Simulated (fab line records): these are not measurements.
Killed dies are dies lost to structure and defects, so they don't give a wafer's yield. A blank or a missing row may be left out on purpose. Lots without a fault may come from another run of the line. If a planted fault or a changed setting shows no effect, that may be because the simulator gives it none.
Which of the tools did it? || flow nandHarc || 24 lots with 72 wafers sampled at 4 steps, on a route of 1159 steps

## WHAT THE GAUGES SHOWED, per wafer
NHARC_P_CONTACT_OVL_MEAS_13. Usual: overlayXNm 0.1 nm, standard deviation 0.69; overlayYNm 0.3 nm, standard deviation 0.82.
{"lot": "L074", "measured": "day 5 08:02", "on": "overlay-02", "overlayXNm (nm)": "0.5 0.3 0.3", "overlayYNm (nm)": "-1.5 -0.9 -0.6", "flag": ""}
{"lot": "L076", "measured": "day 6 01:55", "on": "overlay-02", "overlayXNm (nm)": "0.2 -0.4 0.4", "overlayYNm (nm)": "0.9 0.9 1.2", "flag": ""}
{"lot": "L075", "measured": "day 6 03:01", "on": "overlay-01", "overlayXNm (nm)": "-0.7 -0.9 -1.0", "overlayYNm (nm)": "0.4 0.2 0.2", "flag": ""}
{"lot": "L078", "measured": "day 6 06:10", "on": "overlay-01", "overlayXNm (nm)": "-0.4 -0.3 -0.3", "overlayYNm (nm)": "-1.5 -1.7 -1.6", "flag": ""}
{"lot": "L077", "measured": "day 6 10:41", "on": "overlay-01", "overlayXNm (nm)": "0.1 -0.4 0.3", "overlayYNm (nm)": "0.3 0.7 0.2", "flag": ""}
{"lot": "L079", "measured": "day 6 18:27", "on": "overlay-01", "overlayXNm (nm)": "0.8 0.4 0.1", "overlayYNm (nm)": "-0.1 0.5 0.1", "flag": ""}
{"lot": "L080", "measured": "day 7 02:32", "on": "overlay-01", "overlayXNm (nm)": "0.0 -0.2 0.4", "overlayYNm (nm)": "1.0 0.2 0.2", "flag": ""}
{"lot": "L081", "measured": "day 7 09:18", "on": "overlay-01", "overlayXNm (nm)": "-1.1 -0.2 -0.4", "overlayYNm (nm)": "0.2 0.0 -0.2", "flag": ""}
{"lot": "L082", "measured": "day 7 14:58", "on": "overlay-02", "overlayXNm (nm)": "-0.4 -0.5 -0.5", "overlayYNm (nm)": "0.2 0.1 0.1", "flag": ""}
{"lot": "L083", "measured": "day 7 16:04", "on": "overlay-02", "overlayXNm (nm)": "1.3 0.5 0.4", "overlayYNm (nm)": "-1.1 -0.5 -1.1", "flag": ""}
{"lot": "L084", "measured": "day 7 20:20", "on": "overlay-02", "overlayXNm (nm)": "-0.5 -0.2 -0.2", "overlayYNm (nm)": "-0.7 -0.7 -0.6", "flag": ""}
{"lot": "L088", "measured": "day 8 17:03", "on": "overlay-02", "overlayXNm (nm)": "-1.0 -1.5 -0.9", "overlayYNm (nm)": "0.4 1.4 0.4", "flag": ""}
{"lot": "L085", "measured": "day 8 17:59", "on": "overlay-01", "overlayXNm (nm)": "0.2 -0.1 0.0", "overlayYNm (nm)": "0.2 0.0 0.6", "flag": ""}
{"lot": "L086", "measured": "day 8 18:01", "on": "overlay-02", "overlayXNm (nm)": "0.0 -0.4 0.3", "overlayYNm (nm)": "-0.7 -0.4 -0.1", "flag": ""}
{"lot": "L087", "measured": "day 8 23:39", "on": "overlay-01", "overlayXNm (nm)": "1.7 2.3 1.1", "overlayYNm (nm)": "0.8 0.8 0.6", "flag": ""}
{"lot": "L089", "measured": "day 9 12:14", "on": "overlay-02", "overlayXNm (nm)": "-0.2 -0.4 -0.1", "overlayYNm (nm)": "1.5 1.5 1.1", "flag": ""}
{"lot": "L090", "measured": "day 9 13:25", "on": "overlay-01", "overlayXNm (nm)": "0.6 0.3 -0.3", "overlayYNm (nm)": "-0.2 -0.2 0.1", "flag": ""}
{"lot": "L091", "measured": "day 9 17:23", "on": "overlay-01", "overlayXNm (nm)": "-0.9 -1.6 -0.6", "overlayYNm (nm)": "0.3 0.5 0.4", "flag": ""}
{"lot": "L093", "measured": "day 10 06:55", "on": "overlay-02", "overlayXNm (nm)": "0.5 0.2 0.4", "overlayYNm (nm)": "0.9 0.6 0.6", "flag": ""}
{"lot": "L092", "measured": "day 10 07:45", "on": "overlay-01", "overlayXNm (nm)": "1.0 0.9 0.3", "overlayYNm (nm)": "1.2 1.4 1.3", "flag": ""}
{"lot": "L095", "measured": "day 10 16:08", "on": "overlay-01", "overlayXNm (nm)": "0.6 1.1 0.1", "overlayYNm (nm)": "2.1 1.8 2.2", "flag": ""}
{"lot": "L094", "measured": "day 10 16:27", "on": "overlay-02", "overlayXNm (nm)": "-0.2 0.3 0.0", "overlayYNm (nm)": "1.0 0.6 1.3", "flag": ""}
{"lot": "L096", "measured": "day 11 07:34", "on": "overlay-01", "overlayXNm (nm)": "0.9 1.2 0.9", "overlayYNm (nm)": "0.2 -0.2 -0.5", "flag": ""}
{"lot": "L097", "measured": "day 11 08:31", "on": "overlay-02", "overlayXNm (nm)": "0.1 0.2 0.4", "overlayYNm (nm)": "0.8 0.7 0.3", "flag": ""}

## WHAT TOOL EACH LOT RAN ON (gives the tool, then ch and the chambers of the sampled wafers, and finally the start)
{"lot": "L074", "NHARC_P_GATE_STRIP_108": "rieDiel-04 ch 0,1,3, day 4 12:31", "NHARC_P_GATE_DESCUM_48": "rieDiel-04 ch 0,1,3, day 4 23:56", "NHARC_P_GATE_RTA_82": "rtpAnneal-02 ch 0, day 5 06:07"}
{"lot": "L076", "NHARC_P_GATE_STRIP_108": "rieDiel-04 ch 0,2,3, day 5 06:10", "NHARC_P_GATE_DESCUM_48": "rieDiel-05 ch 0,3, day 5 17:51", "NHARC_P_GATE_RTA_82": "rtpAnneal-02 ch 0, day 6 00:07"}
{"lot": "L075", "NHARC_P_GATE_STRIP_108": "rieDiel-04 ch 0,2, day 5 06:55", "NHARC_P_GATE_DESCUM_48": "rieDiel-05 ch 1,2,3, day 5 18:43", "NHARC_P_GATE_RTA_82": "rtpAnneal-02 ch 0, day 6 00:56"}
{"lot": "L078", "NHARC_P_GATE_STRIP_108": "rieDiel-05 ch 0,1,3, day 5 10:32", "NHARC_P_GATE_DESCUM_48": "rieDiel-07 ch 0,1, day 5 21:54", "NHARC_P_GATE_RTA_82": "rtpAnneal-01 ch 0, day 6 04:16"}
{"lot": "L077", "NHARC_P_GATE_STRIP_108": "rieDiel-07 ch 1,2,3, day 5 10:34", "NHARC_P_GATE_DESCUM_48": "rieDiel-07 ch 0,1,3, day 6 02:31", "NHARC_P_GATE_RTA_82": "rtpAnneal-02 ch 0, day 6 08:47"}
{"lot": "L079", "NHARC_P_GATE_STRIP_108": "rieDiel-05 ch 2,3, day 5 22:54", "NHARC_P_GATE_DESCUM_48": "rieDiel-07 ch 0,2, day 6 10:12", "NHARC_P_GATE_RTA_82": "rtpAnneal-01 ch 0, day 6 16:34"}
{"lot": "L080", "NHARC_P_GATE_STRIP_108": "rieDiel-04 ch 1,2, day 6 07:00", "NHARC_P_GATE_DESCUM_48": "rieDiel-04 ch 1,3, day 6 18:23", "NHARC_P_GATE_RTA_82": "rtpAnneal-01 ch 0, day 7 00:38"}
{"lot": "L081", "NHARC_P_GATE_STRIP_108": "rieDiel-04 ch 0,1,3, day 6 13:56", "NHARC_P_GATE_DESCUM_48": "rieDiel-07 ch 0,1,2, day 7 01:13", "NHARC_P_GATE_RTA_82": "rtpAnneal-01 ch 0, day 7 07:25"}
{"lot": "L082", "NHARC_P_GATE_STRIP_108": "rieDiel-05 ch 0,2,3, day 6 19:37", "NHARC_P_GATE_DESCUM_48": "rieDiel-07 ch 0,1,2, day 7 07:00", "NHARC_P_GATE_RTA_82": "rtpAnneal-02 ch 0, day 7 13:04"}
{"lot": "L083", "NHARC_P_GATE_STRIP_108": "rieDiel-05 ch 0,1,2, day 6 20:01", "NHARC_P_GATE_DESCUM_48": "rieDiel-04 ch 0,1,2, day 7 07:22", "NHARC_P_GATE_RTA_82": "rtpAnneal-01 ch 0, day 7 14:10"}
{"lot": "L084", "NHARC_P_GATE_STRIP_108": "rieDiel-04 ch 0,1,3, day 7 00:54", "NHARC_P_GATE_DESCUM_48": "rieDiel-04 ch 0,1, day 7 12:11", "NHARC_P_GATE_RTA_82": "rtpAnneal-02 ch 0, day 7 18:25"}
{"lot": "L088", "NHARC_P_GATE_STRIP_108": "rieDiel-04 ch 2,3, day 7 21:34", "NHARC_P_GATE_DESCUM_48": "rieDiel-04 ch 0,3, day 8 08:53", "NHARC_P_GATE_RTA_82": "rtpAnneal-01 ch 0, day 8 15:11"}
{"lot": "L085", "NHARC_P_GATE_STRIP_108": "rieDiel-04 ch 0,1,3, day 7 21:56", "NHARC_P_GATE_DESCUM_48": "rieDiel-04 ch 0,2,3, day 8 09:06", "NHARC_P_GATE_RTA_82": "rtpAnneal-01 ch 0, day 8 15:50"}
{"lot": "L086", "NHARC_P_GATE_STRIP_108": "rieDiel-04 ch 1,2,3, day 7 22:14", "NHARC_P_GATE_DESCUM_48": "rieDiel-05 ch 1,2, day 8 09:28", "NHARC_P_GATE_RTA_82": "rtpAnneal-01 ch 0, day 8 16:08"}
{"lot": "L087", "NHARC_P_GATE_STRIP_108": "rieDiel-04 ch 0,1,2, day 7 22:18", "NHARC_P_GATE_DESCUM_48": "rieDiel-07 ch 0,1,3, day 8 15:10", "NHARC_P_GATE_RTA_82": "rtpAnneal-02 ch 0, day 8 21:44"}
{"lot": "L089", "NHARC_P_GATE_STRIP_108": "rieDiel-05 ch 0,2, day 8 16:40", "NHARC_P_GATE_DESCUM_48": "rieDiel-04 ch 0,1, day 9 03:59", "NHARC_P_GATE_RTA_82": "rtpAnneal-01 ch 0, day 9 10:19"}
{"lot": "L090", "NHARC_P_GATE_STRIP_108": "rieDiel-07 ch 0,1, day 8 17:26", "NHARC_P_GATE_DESCUM_48": "rieDiel-04 ch 0,2,3, day 9 04:37", "NHARC_P_GATE_RTA_82": "rtpAnneal-01 ch 0, day 9 10:48"}
{"lot": "L091", "NHARC_P_GATE_STRIP_108": "rieDiel-07 ch 0,2,3, day 8 22:01", "NHARC_P_GATE_DESCUM_48": "rieDiel-04 ch 0,3, day 9 09:12", "NHARC_P_GATE_RTA_82": "rtpAnneal-02 ch 0, day 9 15:34"}
{"lot": "L093", "NHARC_P_GATE_STRIP_108": "rieDiel-05 ch 0,1,2, day 9 11:14", "NHARC_P_GATE_DESCUM_48": "rieDiel-05 ch 0,1,2, day 9 22:36", "NHARC_P_GATE_RTA_82": "rtpAnneal-01 ch 0, day 10 05:02"}
{"lot": "L092", "NHARC_P_GATE_STRIP_108": "rieDiel-07 ch 0,1,2, day 9 11:25", "NHARC_P_GATE_DESCUM_48": "rieDiel-04 ch 0,3, day 9 22:47", "NHARC_P_GATE_RTA_82": "rtpAnneal-01 ch 0, day 10 05:55"}
{"lot": "L095", "NHARC_P_GATE_STRIP_108": "rieDiel-04 ch 0,3, day 9 20:22", "NHARC_P_GATE_DESCUM_48": "rieDiel-04 ch 0,2, day 10 07:34", "NHARC_P_GATE_RTA_82": "rtpAnneal-01 ch 0, day 10 14:14"}
{"lot": "L094", "NHARC_P_GATE_STRIP_108": "rieDiel-04 ch 0,2,3, day 9 20:28", "NHARC_P_GATE_DESCUM_48": "rieDiel-04 ch 1,2,3, day 10 07:48", "NHARC_P_GATE_RTA_82": "rtpAnneal-01 ch 0, day 10 14:25"}
{"lot": "L096", "NHARC_P_GATE_STRIP_108": "rieDiel-05 ch 1,3, day 10 11:54", "NHARC_P_GATE_DESCUM_48": "rieDiel-07 ch 0,1,2, day 10 23:22", "NHARC_P_GATE_RTA_82": "rtpAnneal-02 ch 0, day 11 05:39"}
{"lot": "L097", "NHARC_P_GATE_STRIP_108": "rieDiel-04 ch 2,3, day 10 12:38", "NHARC_P_GATE_DESCUM_48": "rieDiel-07 ch 0,1, day 10 23:59", "NHARC_P_GATE_RTA_82": "rtpAnneal-02 ch 0, day 11 06:29"}
- NHARC_P_GATE_STRIP_108: strips in O2.
- NHARC_P_GATE_DESCUM_48: chemistry O2, time 3 s.
- NHARC_P_GATE_RTA_82: time 30 s.

## WHAT THE TOOLS THEMSELVES READ (means of the sampled wafers that have a number; where no wafer has one, the mark that the record gives instead)
NHARC_P_GATE_STRIP_108. Usual: drypumpMotorCurrentA 5.7 A, standard deviation 0.5; oesProductAu 1.009 a.u., standard deviation 0.012; rfVppV 57.9 V, standard deviation 0.97; showerheadPlenumPTorr 3.56 Torr, standard deviation 0.12; throttleValvePct 17.038 %, standard deviation 0.0093.
{"lot": "L074", "tool": "rieDiel-04", "drypumpMotorCurrentA (A)": 5.5, "oesProductAu (a.u.)": 0.990, "rfVppV (V)": 58.1, "showerheadPlenumPTorr (Torr)": 3.59, "throttleValvePct (%)": 17.050, "flag": ""}
{"lot": "L076", "tool": "rieDiel-04", "drypumpMotorCurrentA (A)": 5.8, "oesProductAu (a.u.)": 1.010, "rfVppV (V)": 58.6, "showerheadPlenumPTorr (Torr)": 3.63, "throttleValvePct (%)": 17.036, "flag": ""}
{"lot": "L075", "tool": "rieDiel-04", "drypumpMotorCurrentA (A)": 5.8, "oesProductAu (a.u.)": 1.023, "rfVppV (V)": 58.5, "showerheadPlenumPTorr (Torr)": 3.60, "throttleValvePct (%)": 17.037, "flag": ""}
{"lot": "L078", "tool": "rieDiel-05", "drypumpMotorCurrentA (A)": 6.0, "oesProductAu (a.u.)": 1.006, "rfVppV (V)": 57.4, "showerheadPlenumPTorr (Torr)": 3.42, "throttleValvePct (%)": 17.033, "flag": ""}
{"lot": "L077", "tool": "rieDiel-07", "drypumpMotorCurrentA (A)": 5.5, "oesProductAu (a.u.)": 1.011, "rfVppV (V)": 57.6, "showerheadPlenumPTorr (Torr)": 3.58, "throttleValvePct (%)": 17.040, "flag": ""}
{"lot": "L079", "tool": "rieDiel-05", "drypumpMotorCurrentA (A)": 6.3, "oesProductAu (a.u.)": 1.018, "rfVppV (V)": 57.1, "showerheadPlenumPTorr (Torr)": 3.53, "throttleValvePct (%)": 17.035, "flag": ""}
{"lot": "L080", "tool": "rieDiel-04", "drypumpMotorCurrentA (A)": 5.3, "oesProductAu (a.u.)": 1.005, "rfVppV (V)": 58.0, "showerheadPlenumPTorr (Torr)": 3.57, "throttleValvePct (%)": 17.033, "flag": ""}
{"lot": "L081", "tool": "rieDiel-04", "drypumpMotorCurrentA (A)": 5.5, "oesProductAu (a.u.)": 1.010, "rfVppV (V)": 57.1, "showerheadPlenumPTorr (Torr)": 3.59, "throttleValvePct (%)": 17.036, "flag": ""}
{"lot": "L082", "tool": "rieDiel-05", "drypumpMotorCurrentA (A)": 6.3, "oesProductAu (a.u.)": 1.019, "rfVppV (V)": 57.8, "showerheadPlenumPTorr (Torr)": 3.54, "throttleValvePct (%)": 17.041, "flag": ""}
{"lot": "L083", "tool": "rieDiel-05", "drypumpMotorCurrentA (A)": 6.0, "oesProductAu (a.u.)": 1.010, "rfVppV (V)": 57.1, "showerheadPlenumPTorr (Torr)": 3.47, "throttleValvePct (%)": 17.048, "flag": ""}
{"lot": "L084", "tool": "rieDiel-04", "drypumpMotorCurrentA (A)": 5.5, "oesProductAu (a.u.)": 1.006, "rfVppV (V)": 57.7, "showerheadPlenumPTorr (Torr)": 3.59, "throttleValvePct (%)": 17.041, "flag": ""}
{"lot": "L088", "tool": "rieDiel-04", "drypumpMotorCurrentA (A)": 5.7, "oesProductAu (a.u.)": 1.003, "rfVppV (V)": 58.0, "showerheadPlenumPTorr (Torr)": 3.66, "throttleValvePct (%)": 17.038, "flag": ""}
{"lot": "L085", "tool": "rieDiel-04", "drypumpMotorCurrentA (A)": 5.5, "oesProductAu (a.u.)": 1.010, "rfVppV (V)": 57.5, "showerheadPlenumPTorr (Torr)": 3.58, "throttleValvePct (%)": 17.037, "flag": ""}
{"lot": "L086", "tool": "rieDiel-04", "drypumpMotorCurrentA (A)": 5.5, "oesProductAu (a.u.)": 1.012, "rfVppV (V)": 57.1, "showerheadPlenumPTorr (Torr)": 3.63, "throttleValvePct (%)": 17.033, "flag": ""}
{"lot": "L087", "tool": "rieDiel-04", "drypumpMotorCurrentA (A)": 5.6, "oesProductAu (a.u.)": 1.015, "rfVppV (V)": 57.6, "showerheadPlenumPTorr (Torr)": 3.56, "throttleValvePct (%)": 17.040, "flag": ""}
{"lot": "L089", "tool": "rieDiel-05", "drypumpMotorCurrentA (A)": 6.3, "oesProductAu (a.u.)": 1.004, "rfVppV (V)": 57.9, "showerheadPlenumPTorr (Torr)": 3.54, "throttleValvePct (%)": 17.034, "flag": ""}
{"lot": "L090", "tool": "rieDiel-07", "drypumpMotorCurrentA (A)": 5.0, "oesProductAu (a.u.)": 1.011, "rfVppV (V)": 56.2, "showerheadPlenumPTorr (Torr)": 3.38, "throttleValvePct (%)": 17.030, "flag": ""}
{"lot": "L091", "tool": "rieDiel-07", "drypumpMotorCurrentA (A)": 5.6, "oesProductAu (a.u.)": 1.021, "rfVppV (V)": 58.0, "showerheadPlenumPTorr (Torr)": 3.45, "throttleValvePct (%)": 17.040, "flag": ""}
{"lot": "L093", "tool": "rieDiel-05", "drypumpMotorCurrentA (A)": 5.9, "oesProductAu (a.u.)": 1.008, "rfVppV (V)": 58.6, "showerheadPlenumPTorr (Torr)": 3.64, "throttleValvePct (%)": 17.038, "flag": ""}
{"lot": "L092", "tool": "rieDiel-07", "drypumpMotorCurrentA (A)": 5.5, "oesProductAu (a.u.)": 1.012, "rfVppV (V)": 58.0, "showerheadPlenumPTorr (Torr)": 3.46, "throttleValvePct (%)": 17.041, "flag": ""}
{"lot": "L095", "tool": "rieDiel-04", "drypumpMotorCurrentA (A)": 5.8, "oesProductAu (a.u.)": 1.016, "rfVppV (V)": 57.4, "showerheadPlenumPTorr (Torr)": 3.57, "throttleValvePct (%)": 17.045, "flag": ""}
{"lot": "L094", "tool": "rieDiel-04", "drypumpMotorCurrentA (A)": 5.7, "oesProductAu (a.u.)": 1.014, "rfVppV (V)": 57.6, "showerheadPlenumPTorr (Torr)": 3.62, "throttleValvePct (%)": 17.041, "flag": ""}
{"lot": "L096", "tool": "rieDiel-05", "drypumpMotorCurrentA (A)": 5.9, "oesProductAu (a.u.)": 1.002, "rfVppV (V)": 59.1, "showerheadPlenumPTorr (Torr)": 3.58, "throttleValvePct (%)": 17.033, "flag": ""}
{"lot": "L097", "tool": "rieDiel-04", "drypumpMotorCurrentA (A)": 5.6, "oesProductAu (a.u.)": 1.015, "rfVppV (V)": 58.0, "showerheadPlenumPTorr (Torr)": 3.68, "throttleValvePct (%)": 17.035, "flag": ""}

NHARC_P_GATE_DESCUM_48. Usual: drypumpMotorCurrentA 5.6 A, standard deviation 0.54; oesProductAu 1.007 a.u., standard deviation 0.012; rfVppV 57.8 V, standard deviation 0.88; showerheadPlenumPTorr 1.94 Torr, standard deviation 0.07; throttleValvePct 11.312 %, standard deviation 0.0095.
{"lot": "L074", "tool": "rieDiel-04", "drypumpMotorCurrentA (A)": 5.5, "oesProductAu (a.u.)": 0.991, "rfVppV (V)": 58.3, "showerheadPlenumPTorr (Torr)": 1.95, "throttleValvePct (%)": 11.306, "flag": ""}
{"lot": "L076", "tool": "rieDiel-05", "drypumpMotorCurrentA (A)": 6.3, "oesProductAu (a.u.)": 1.009, "rfVppV (V)": 57.4, "showerheadPlenumPTorr (Torr)": 1.90, "throttleValvePct (%)": 11.308, "flag": ""}
{"lot": "L075", "tool": "rieDiel-05", "drypumpMotorCurrentA (A)": 6.0, "oesProductAu (a.u.)": 1.017, "rfVppV (V)": 56.5, "showerheadPlenumPTorr (Torr)": 1.88, "throttleValvePct (%)": 11.313, "flag": ""}
{"lot": "L078", "tool": "rieDiel-07", "drypumpMotorCurrentA (A)": 5.0, "oesProductAu (a.u.)": 0.998, "rfVppV (V)": 57.4, "showerheadPlenumPTorr (Torr)": 1.90, "throttleValvePct (%)": 11.316, "flag": ""}
{"lot": "L077", "tool": "rieDiel-07", "drypumpMotorCurrentA (A)": 5.0, "oesProductAu (a.u.)": 0.995, "rfVppV (V)": 57.2, "showerheadPlenumPTorr (Torr)": 1.90, "throttleValvePct (%)": 11.316, "flag": ""}
{"lot": "L079", "tool": "rieDiel-07", "drypumpMotorCurrentA (A)": 5.6, "oesProductAu (a.u.)": 1.007, "rfVppV (V)": 57.3, "showerheadPlenumPTorr (Torr)": 1.81, "throttleValvePct (%)": 11.297, "flag": ""}
{"lot": "L080", "tool": "rieDiel-04", "drypumpMotorCurrentA (A)": 5.2, "oesProductAu (a.u.)": 0.994, "rfVppV (V)": 58.5, "showerheadPlenumPTorr (Torr)": 1.95, "throttleValvePct (%)": 11.314, "flag": ""}
{"lot": "L081", "tool": "rieDiel-07", "drypumpMotorCurrentA (A)": 5.5, "oesProductAu (a.u.)": 1.014, "rfVppV (V)": 57.4, "showerheadPlenumPTorr (Torr)": 1.88, "throttleValvePct (%)": 11.308, "flag": ""}
{"lot": "L082", "tool": "rieDiel-07", "drypumpMotorCurrentA (A)": 5.5, "oesProductAu (a.u.)": 1.010, "rfVppV (V)": 58.0, "showerheadPlenumPTorr (Torr)": 1.88, "throttleValvePct (%)": 11.307, "flag": ""}
{"lot": "L083", "tool": "rieDiel-04", "drypumpMotorCurrentA (A)": 5.6, "oesProductAu (a.u.)": 1.009, "rfVppV (V)": 58.6, "showerheadPlenumPTorr (Torr)": 1.93, "throttleValvePct (%)": 11.311, "flag": ""}
{"lot": "L084", "tool": "rieDiel-04", "drypumpMotorCurrentA (A)": 5.3, "oesProductAu (a.u.)": 1.008, "rfVppV (V)": 57.3, "showerheadPlenumPTorr (Torr)": 1.91, "throttleValvePct (%)": 11.314, "flag": ""}
{"lot": "L088", "tool": "rieDiel-04", "drypumpMotorCurrentA (A)": 5.8, "oesProductAu (a.u.)": 1.017, "rfVppV (V)": 57.6, "showerheadPlenumPTorr (Torr)": 1.94, "throttleValvePct (%)": 11.318, "flag": ""}
{"lot": "L085", "tool": "rieDiel-04", "drypumpMotorCurrentA (A)": 5.7, "oesProductAu (a.u.)": 1.022, "rfVppV (V)": 58.0, "showerheadPlenumPTorr (Torr)": 1.97, "throttleValvePct (%)": 11.319, "flag": ""}
{"lot": "L086", "tool": "rieDiel-05", "drypumpMotorCurrentA (A)": 5.6, "oesProductAu (a.u.)": 0.998, "rfVppV (V)": 57.7, "showerheadPlenumPTorr (Torr)": 2.04, "throttleValvePct (%)": 11.313, "flag": ""}
{"lot": "L087", "tool": "rieDiel-07", "drypumpMotorCurrentA (A)": 5.1, "oesProductAu (a.u.)": 1.011, "rfVppV (V)": 57.1, "showerheadPlenumPTorr (Torr)": 1.89, "throttleValvePct (%)": 11.311, "flag": ""}
{"lot": "L089", "tool": "rieDiel-04", "drypumpMotorCurrentA (A)": 5.4, "oesProductAu (a.u.)": 1.002, "rfVppV (V)": 57.9, "showerheadPlenumPTorr (Torr)": 1.91, "throttleValvePct (%)": 11.312, "flag": ""}
{"lot": "L090", "tool": "rieDiel-04", "drypumpMotorCurrentA (A)": 5.7, "oesProductAu (a.u.)": 1.010, "rfVppV (V)": 58.1, "showerheadPlenumPTorr (Torr)": 1.97, "throttleValvePct (%)": 11.310, "flag": ""}
{"lot": "L091", "tool": "rieDiel-04", "drypumpMotorCurrentA (A)": 5.6, "oesProductAu (a.u.)": 1.005, "rfVppV (V)": 58.4, "showerheadPlenumPTorr (Torr)": 1.98, "throttleValvePct (%)": 11.311, "flag": ""}
{"lot": "L093", "tool": "rieDiel-05", "drypumpMotorCurrentA (A)": 5.9, "oesProductAu (a.u.)": 1.006, "rfVppV (V)": 57.4, "showerheadPlenumPTorr (Torr)": 1.98, "throttleValvePct (%)": 11.313, "flag": ""}
{"lot": "L092", "tool": "rieDiel-04", "drypumpMotorCurrentA (A)": 5.6, "oesProductAu (a.u.)": 1.011, "rfVppV (V)": 58.1, "showerheadPlenumPTorr (Torr)": 1.98, "throttleValvePct (%)": 11.319, "flag": ""}
{"lot": "L095", "tool": "rieDiel-04", "drypumpMotorCurrentA (A)": 5.9, "oesProductAu (a.u.)": 1.022, "rfVppV (V)": 57.9, "showerheadPlenumPTorr (Torr)": 1.95, "throttleValvePct (%)": 11.310, "flag": ""}
{"lot": "L094", "tool": "rieDiel-04", "drypumpMotorCurrentA (A)": 5.5, "oesProductAu (a.u.)": 1.009, "rfVppV (V)": 58.8, "showerheadPlenumPTorr (Torr)": 1.97, "throttleValvePct (%)": 11.310, "flag": ""}
{"lot": "L096", "tool": "rieDiel-07", "drypumpMotorCurrentA (A)": 5.5, "oesProductAu (a.u.)": 0.990, "rfVppV (V)": 57.9, "showerheadPlenumPTorr (Torr)": 1.98, "throttleValvePct (%)": 11.305, "flag": ""}
{"lot": "L097", "tool": "rieDiel-07", "drypumpMotorCurrentA (A)": 5.0, "oesProductAu (a.u.)": 0.998, "rfVppV (V)": 58.3, "showerheadPlenumPTorr (Torr)": 2.00, "throttleValvePct (%)": 11.303, "flag": ""}

NHARC_P_GATE_RTA_82. Usual: lampPowerPct 3.97 %, standard deviation 0.15; wafer_temp_C_max 451.8, standard deviation 0.6.
{"lot": "L074", "tool": "rtpAnneal-02", "lampPowerPct (%)": 4.15, "wafer_temp_C_max": 451.8, "flag": ""}
{"lot": "L076", "tool": "rtpAnneal-02", "lampPowerPct (%)": 4.15, "wafer_temp_C_max": 451.4, "flag": ""}
{"lot": "L075", "tool": "rtpAnneal-02", "lampPowerPct (%)": 4.15, "wafer_temp_C_max": 451.3, "flag": ""}
{"lot": "L078", "tool": "rtpAnneal-01", "lampPowerPct (%)": 3.85, "wafer_temp_C_max": 452.3, "flag": ""}
{"lot": "L077", "tool": "rtpAnneal-02", "lampPowerPct (%)": 4.14, "wafer_temp_C_max": 451.4, "flag": ""}
{"lot": "L079", "tool": "rtpAnneal-01", "lampPowerPct (%)": 3.85, "wafer_temp_C_max": 452.1, "flag": ""}
{"lot": "L080", "tool": "rtpAnneal-01", "lampPowerPct (%)": 3.85, "wafer_temp_C_max": 452.0, "flag": ""}
{"lot": "L081", "tool": "rtpAnneal-01", "lampPowerPct (%)": 3.85, "wafer_temp_C_max": 452.0, "flag": ""}
{"lot": "L082", "tool": "rtpAnneal-02", "lampPowerPct (%)": 4.15, "wafer_temp_C_max": 451.2, "flag": ""}
{"lot": "L083", "tool": "rtpAnneal-01", "lampPowerPct (%)": 3.85, "wafer_temp_C_max": 452.2, "flag": ""}
{"lot": "L084", "tool": "rtpAnneal-02", "lampPowerPct (%)": 4.14, "wafer_temp_C_max": 450.9, "flag": ""}
{"lot": "L088", "tool": "rtpAnneal-01", "lampPowerPct (%)": 3.85, "wafer_temp_C_max": 452.2, "flag": ""}
{"lot": "L085", "tool": "rtpAnneal-01", "lampPowerPct (%)": 3.85, "wafer_temp_C_max": 452.2, "flag": ""}
{"lot": "L086", "tool": "rtpAnneal-01", "lampPowerPct (%)": 3.85, "wafer_temp_C_max": 453.1, "flag": ""}
{"lot": "L087", "tool": "rtpAnneal-02", "lampPowerPct (%)": 4.15, "wafer_temp_C_max": 451.2, "flag": ""}
{"lot": "L089", "tool": "rtpAnneal-01", "lampPowerPct (%)": 3.85, "wafer_temp_C_max": 452.1, "flag": ""}
{"lot": "L090", "tool": "rtpAnneal-01", "lampPowerPct (%)": 3.85, "wafer_temp_C_max": 452.3, "flag": ""}
{"lot": "L091", "tool": "rtpAnneal-02", "lampPowerPct (%)": 4.15, "wafer_temp_C_max": 451.6, "flag": ""}
{"lot": "L093", "tool": "rtpAnneal-01", "lampPowerPct (%)": 3.85, "wafer_temp_C_max": 452.0, "flag": ""}
{"lot": "L092", "tool": "rtpAnneal-01", "lampPowerPct (%)": 3.85, "wafer_temp_C_max": 451.9, "flag": ""}
{"lot": "L095", "tool": "rtpAnneal-01", "lampPowerPct (%)": 3.85, "wafer_temp_C_max": 451.8, "flag": ""}
{"lot": "L094", "tool": "rtpAnneal-01", "lampPowerPct (%)": 3.85, "wafer_temp_C_max": 452.3, "flag": ""}
{"lot": "L096", "tool": "rtpAnneal-02", "lampPowerPct (%)": 4.14, "wafer_temp_C_max": 451.1, "flag": ""}
{"lot": "L097", "tool": "rtpAnneal-02", "lampPowerPct (%)": 4.14, "wafer_temp_C_max": 451.1, "flag": ""}

## THE ANSWER, worked out from the rows above alone
Rule: lot off if the mean of its wafers having a number is beyond 3 standard deviations from the usual mean. Also off: a lot with no number at a reading for which 4 or more lots have one. The other lots that the step has rows for count as sound. Order of review: gauges by route order, followed by the tools' own readings, for which a lot's mean as printed above is used. The first step at which some lot is off is used, and at that step the reading that is off furthest; a lot without a number counts as furthest.
No lot is off at any reading shown: from this, nothing can be told.

## WHAT HAD BEEN PUT IN BY THE SIMULATOR
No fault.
